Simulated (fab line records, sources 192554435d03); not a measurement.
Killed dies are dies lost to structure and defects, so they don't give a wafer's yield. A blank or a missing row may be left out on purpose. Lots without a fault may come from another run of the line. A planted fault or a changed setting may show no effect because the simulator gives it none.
Chamber matching | flow n5_finfet | N5_BEOL_M3_PECVD_72 on pecvd-04: 3 sister chambers
The step deposits SiO2 from TEOS/O2, target thk 16 nm, time 18 s. 14 wafers are shown with their chamber, then 7 later ones without.

WAFERS WITH THEIR CHAMBER
wafer  | chamber | showerhead_plenum_p_Torr (Torr) | throttle_valve_pct (%) | rf_fwd_power_W (W)
L077.2 | 0       | 8.78                            | 23.7                   | 444.9
L077.4 | 1       | 8.68                            | 22.7                   | 442.7
L077.5 | 2       | 8.90                            | 21.1                   | 447.3
L081.2 | 1       | 8.68                            | 22.9                   | 442.4
L081.3 | 0       | 8.78                            | 23.7                   | 445.8
L081.4 | 2       | 8.91                            | 21.0                   | 445.3
L087.1 | 1       | 8.67                            | 22.5                   | 443.5
L087.5 | 2       | 8.90                            | 20.9                   | 445.9
L087.6 | 0       | 8.78                            | 23.6                   | 445.4
L089.2 | 1       | 8.66                            | 23.0                   | 443.6
L089.4 | 0       | 8.76                            | 23.7                   | 445.1
L089.5 | 2       | 8.91                            | 21.1                   | 445.8
L092.3 | 1       | 8.65                            | 22.7                   | 442.6
L092.5 | 0       | 8.77                            | 23.5                   | 445.7

SIGNATURES (means of the wafers above)
reading                  | chamber 0 | chamber 1 | chamber 2 | scatter within a chamber
showerhead_plenum_p_Torr | 8.7740    | 8.6680    | 8.9050    | 0.01
throttle_valve_pct       | 23.640    | 22.760    | 21.025    | 0.139
rf_fwd_power_W           | 445.380   | 442.960   | 446.075   | 0.604
Rule: a wafer's distance from a chamber is the root of the sum, over the readings, of the square of ((its reading less the chamber's mean) divided by the reading's scatter). The wafer belongs to the nearest chamber; if the next one is less than 2 further off, it can't be placed. The scatter: the root of (the sum of the squares of (reading less its chamber's mean) over the shown wafers, divided by (wafers less chambers)).

WAFERS WITHOUT THEIR CHAMBER
wafer  | showerhead_plenum_p_Torr (Torr) | throttle_valve_pct (%) | rf_fwd_power_W (W)
L092.6 | 8.68                            | 22.6                   | 442.0
L093.4 | 8.78                            | 23.7                   | 444.3
L093.5 | 8.67                            | 22.5                   | 444.8
L093.6 | 8.89                            | 21.3                   | 446.0
L094.2 | 8.68                            | 22.8                   | 444.1
L094.4 | 8.77                            | 23.6                   | 446.5
L094.5 | 8.65                            | 22.7                   | 444.4

WHICH CHAMBER EACH WENT THROUGH
wafer  | from the rows above | in truth
L092.6 | 1                   | 1
L093.4 | 0                   | 0
L093.5 | 1                   | 1
L093.6 | 2                   | 2
L094.2 | 1                   | 1
L094.4 | 0                   | 0
L094.5 | 1                   | 1
Placed correctly: 7 of 7. Can't be placed from these rows: 0. Placed wrongly: 0.
